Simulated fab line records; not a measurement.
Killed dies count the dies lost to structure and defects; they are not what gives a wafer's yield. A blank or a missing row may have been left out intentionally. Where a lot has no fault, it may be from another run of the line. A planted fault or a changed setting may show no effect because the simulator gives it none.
The tool behind it: which one?    flow n5 finfet    24 wafers from 9 lots sampled at 5 of the route's 1938 steps

WHAT EACH GAUGE READ, for each wafer
N5_BEOL_M0_SAQP_CD_MEAS_25: target cd 13.1 nm. Usual: cd nm reads 12.83 nm (standard deviation 0.22).
lot   measured      on         cd nm (nm)         flag
L938  day 5 21:12   cd sem-02  12.77 13.28 12.72  
L941  day 6 11:35   cd sem-03  13.16 12.62 13.06  
L945  day 8 03:56   cd sem-03  12.89 12.85        
L946  day 8 09:53   cd sem-03  12.85 12.66        
L950  day 9 07:58   cd sem-01  12.71 13.15        
L957  day 10 19:35  cd sem-03  12.54 12.81 12.76  
L958  day 11 00:23  cd sem-03  12.40 12.66 12.77  
L959  day 11 09:43  cd sem-02  12.96 12.53 13.00  
L960  day 11 12:35  cd sem-01  12.82 12.72 12.50  

N5_BEOL_M4_RC_MEAS_101. Usual: DIBL_N 36.3 mV/V, standard deviation 1.2; DIBL_P 36.7 mV/V, standard deviation 1.5; IOFF_N 0.164 nA/um, standard deviation 0.02; IOFF_P 0.214 nA/um, standard deviation 0.024; ION_N 673 uA/um, standard deviation 8.5; ION_P 461 uA/um, standard deviation 5.9; SS_N 71.6 mV/dec, standard deviation 0.44; SS_P 73.3 mV/dec, standard deviation 0.55; VT_N 249.4 mV, standard deviation 2.4; VT_P -250.0 mV, standard deviation 2.3.
lot   measured      on         DIBL_N (mV/V)   DIBL_P (mV/V)   IOFF_N (nA/um)     IOFF_P (nA/um)     ION_N (uA/um)  ION_P (uA/um)  SS_N (mV/dec)   SS_P (mV/dec)   VT_N (mV)          VT_P (mV)             flag
L938  day 8 04:02   prober-02  36.6 36.5 37.0  35.3 34.2 35.8  0.157 0.150 0.172  0.211 0.201 0.227  666 667 672    463 459 464    71.3 72.1 71.7  72.8 73.1 73.0  249.4 252.6 248.8  -248.3 -251.7 -248.0  
L941  day 8 20:59   prober-01  36.0 36.0 36.9  36.0 35.6 37.8  0.149 0.144 0.173  0.187 0.178 0.210  658 661 673    446 452 458    71.7 71.4 72.4  73.1 73.0 73.6  253.4 253.4 250.8  -250.9 -251.6 -251.3  
L945  day 10 18:10  prober-01  35.7 37.2       37.2 39.5       0.164 0.199        0.210 0.248        677 689        464 465        72.1 72.6       73.6 75.0       248.6 244.6        -251.2 -247.5         
L946  day 10 16:42  prober-01  36.3 36.5       37.4 37.6       0.160 0.159        0.228 0.227        664 676        460 464        71.9 71.7       73.2 73.7       248.9 250.6        -250.0 -249.4         
L950  day 11 14:11  prober-02  36.5 38.2       37.6 39.6       0.160 0.188        0.190 0.213        662 659        452 452        71.1 72.3       73.3 73.2       250.8 244.9        -252.2 -249.8         
L957  day 12 22:19  prober-02  38.6 36.9 39.0  37.3 36.2 37.4  0.201 0.162 0.196  0.240 0.213 0.229  679 664 666    465 454 460    71.2 70.9 71.8  73.5 73.0 73.7  245.6 249.2 246.6  -246.5 -248.0 -249.1  
L958  day 13 12:11  prober-01  36.0 37.5 36.9  36.4 38.9 38.2  0.163 0.194 0.180  0.219 0.256 0.244  675 671 674    461 460 465    71.3 71.9 71.4  73.2 73.7 73.9  246.9 245.0 247.3  -248.3 -248.7 -248.9  
L959  day 13 14:47  prober-02  38.4 39.1 37.7  38.8 39.1 37.5  0.186 0.205 0.175  0.236 0.240 0.207  677 685 684    466 467 463    71.4 72.2 71.6  73.5 73.5 72.5  249.3 246.7 248.6  -249.4 -248.1 -252.9  
L960  day 13 19:11  prober-02  36.3 36.1 38.6  38.1 38.3 40.1  0.159 0.160 0.200  0.214 0.214 0.258  680 672 682    465 465 469    71.2 71.2 72.3  73.8 73.3 74.7  251.0 251.5 247.2  -251.5 -250.7 -249.7  

EACH LOT AND THE TOOL THAT RAN IT (in order: tool; ch and the chambers of the sampled wafers; start)
lot   N5_BEOL_M0_SAQP_ETCH_102          N5_BEOL_M0_SAQP_MANDREL_ETCH_103  N5_BEOL_M0_SAQP_STRIP_108
L938  rie si-05 ch 0,3, day 5 21:30     rie si-05 ch 0,3, day 5 21:32     rie diel-05 ch 2,3, day 5 22:10
L941  rie si-05 ch 0,1,2, day 6 11:43   rie si-05 ch 0,1,2, day 6 11:45   rie diel-05 ch 0,1,3, day 6 12:23
L945  rie si-05 ch 0,2, day 8 04:04     rie si-05 ch 0,2, day 8 04:06     rie diel-06 ch 0,1, day 8 04:44
L946  rie si-05 ch 0,3, day 8 10:03     rie si-05 ch 0,3, day 8 10:05     rie diel-06 ch 0,2, day 8 10:43
L950  rie si-05 ch 0,2, day 9 08:07     rie si-05 ch 0,2, day 9 08:08     rie diel-02 ch 1, day 9 08:50
L957  rie si-04 ch 1,2,3, day 10 19:44  rie si-04 ch 1,2,3, day 10 19:46  rie diel-06 ch 0,1,2, day 10 20:23
L958  rie si-04 ch 1,2,3, day 11 00:31  rie si-04 ch 1,2,3, day 11 00:33  rie diel-02 ch 2,3, day 11 01:14
L959  rie si-05 ch 0,2,3, day 11 09:58  rie si-05 ch 0,2,3, day 11 10:00  rie diel-06 ch 1,2,3, day 11 10:38
L960  rie si-01 ch 1,2,3, day 11 12:49  rie si-01 ch 1,2,3, day 11 12:50  rie diel-06 ch 0,2,3, day 11 13:29
- N5_BEOL_M0_SAQP_ETCH_102: etches SiO2 in CF4, target depth 4 nm, time 4.4 s.
- N5_BEOL_M0_SAQP_MANDREL_ETCH_103: etches a-Si in HBr/Cl2, stops on SiCN, target depth 45 nm, bt time 10 s, time 27 s.
- N5_BEOL_M0_SAQP_STRIP_108: strips in N2/H2.

AS READ BY THE TOOLS THEMSELVES (means over the sampled wafers that have a number; for cases with no such wafer, the mark the record gives instead)
N5_BEOL_M0_SAQP_ETCH_102. Usual: chamber pressure mTorr 10.000 mTorr, standard deviation 0.0096; drypump motor current A 5.8 A, standard deviation 0.32; oes product au 1.000 a.u., standard deviation 0.019; rf fwd power W 789 W, standard deviation 3.5; throttle valve pct 21.86 %, standard deviation 0.11.
lot   tool       chamber pressure mTorr (mTorr)  drypump motor current A (A)  oes product au (a.u.)  rf fwd power W (W)  throttle valve pct (%)  flag
L938  rie si-05  10.002                          5.8                          0.981                  790                 21.91                   
L941  rie si-05  10.009                          5.6                          0.999                  790                 21.81                   
L945  rie si-05  9.997                           5.8                          1.224                  790                 21.92                   OFF
L946  rie si-05  9.994                           5.8                          1.216                  786                 21.98                   OFF
L950  rie si-05  10.002                          5.7                          1.215                  792                 21.91                   OFF
L957  rie si-04  9.990                           5.8                          0.995                  787                 21.93                   
L958  rie si-04  10.001                          5.8                          0.997                  789                 21.94                   
L959  rie si-05  9.993                           5.7                          1.008                  787                 21.82                   
L960  rie si-01  9.992                           5.9                          0.983                  790                 21.86                   

N5_BEOL_M0_SAQP_MANDREL_ETCH_103. Usual: chamber pressure mTorr 10.000 mTorr, standard deviation 0.0084; drypump motor current A 5.8 A, standard deviation 0.32; oes product au 0.683 a.u., standard deviation 0.015; rf fwd power W 793.6 W, standard deviation 2.6; throttle valve pct 35.50 %, standard deviation 0.16.
lot   tool       chamber pressure mTorr (mTorr)  drypump motor current A (A)  oes product au (a.u.)  rf fwd power W (W)  throttle valve pct (%)  flag
L938  rie si-05  9.998                           5.8                          0.679                  792.4               35.51                   
L941  rie si-05  9.998                           5.6                          0.689                  793.5               35.39                   
L945  rie si-05  9.998                           5.8                          0.685                  796.4               35.42                   
L946  rie si-05  9.997                           5.8                          0.675                  797.5               35.48                   
L950  rie si-05  10.002                          5.8                          0.680                  794.9               35.42                   
L957  rie si-04  9.995                           5.8                          0.685                  789.5               35.67                   
L958  rie si-04  10.001                          5.8                          0.687                  792.3               35.65                   
L959  rie si-05  9.998                           5.7                          0.692                  794.4               35.40                   
L960  rie si-01  10.000                          5.9                          0.661                  796.1               35.51                   

N5_BEOL_M0_SAQP_STRIP_108. Usual: chamber pressure mTorr 50.01 mTorr (standard deviation 0.048); drypump motor current A 5.8 A (standard deviation 0.43); oes product au 0.79 a.u. (standard deviation 0.087); rf fwd power W 490.8 W (standard deviation 3); rf vpp V 121.7 V (standard deviation 1.1); showerhead plenum p Torr 3.36 Torr (standard deviation 0.11); throttle valve pct 19.1 % (standard deviation 0.38).
lot   tool         chamber pressure mTorr (mTorr)  drypump motor current A (A)  oes product au (a.u.)  rf fwd power W (W)  rf vpp V (V)  showerhead plenum p Torr (Torr)  throttle valve pct (%)  flag
L938  rie diel-05  49.98                           5.5                          0.73                   494.9               121.7         3.30                             19.5                    
L941  rie diel-05  50.00                           5.7                          0.71                   490.6               121.1         3.33                             19.4                    
L945  rie diel-06  50.02                           5.7                          0.80                   487.8               121.2         3.33                             19.0                    
L946  rie diel-06  50.00                           6.1                          0.81                   489.9               122.8         3.38                             18.7                    
L950  rie diel-02  50.00                           5.6                          0.74                   492.6               121.7         3.50                             19.5                    
L957  rie diel-06  50.02                           5.9                          0.77                   489.7               122.0         3.32                             18.9                    
L958  rie diel-02  49.98                           5.6                          0.82                   492.7               121.7         3.31                             18.5                    
L959  rie diel-06  49.95                           6.2                          0.76                   488.6               121.5         3.27                             18.9                    
L960  rie diel-06  49.97                           6.3                          0.79                   488.8               122.0         3.34                             18.7                    

THE ANSWER, worked out from the rows above alone
Rule: take the mean of a lot's wafers that have a number; if it is more than 3 standard deviations from the usual mean, the lot is off. A lot without any number at a reading at which 4 lots or more have one is off too. All remaining lots with rows at the step are treated as sound. After the gauges, taken in route order, come the tools' own readings; for these a lot's mean is taken, as printed above. At the first step where some lot is off, the reading lying furthest off is the one used; lots without a number count as furthest.
Off: L945, L946, L950, at N5_BEOL_M0_SAQP_ETCH_102 (oes product au).
A tool fits if, at that step or a process step before it, it ran every lot that is off, and no sound lot after the first of them. Not one of the candidates tried fits.

WHAT THE SIMULATOR HAD INSERTED
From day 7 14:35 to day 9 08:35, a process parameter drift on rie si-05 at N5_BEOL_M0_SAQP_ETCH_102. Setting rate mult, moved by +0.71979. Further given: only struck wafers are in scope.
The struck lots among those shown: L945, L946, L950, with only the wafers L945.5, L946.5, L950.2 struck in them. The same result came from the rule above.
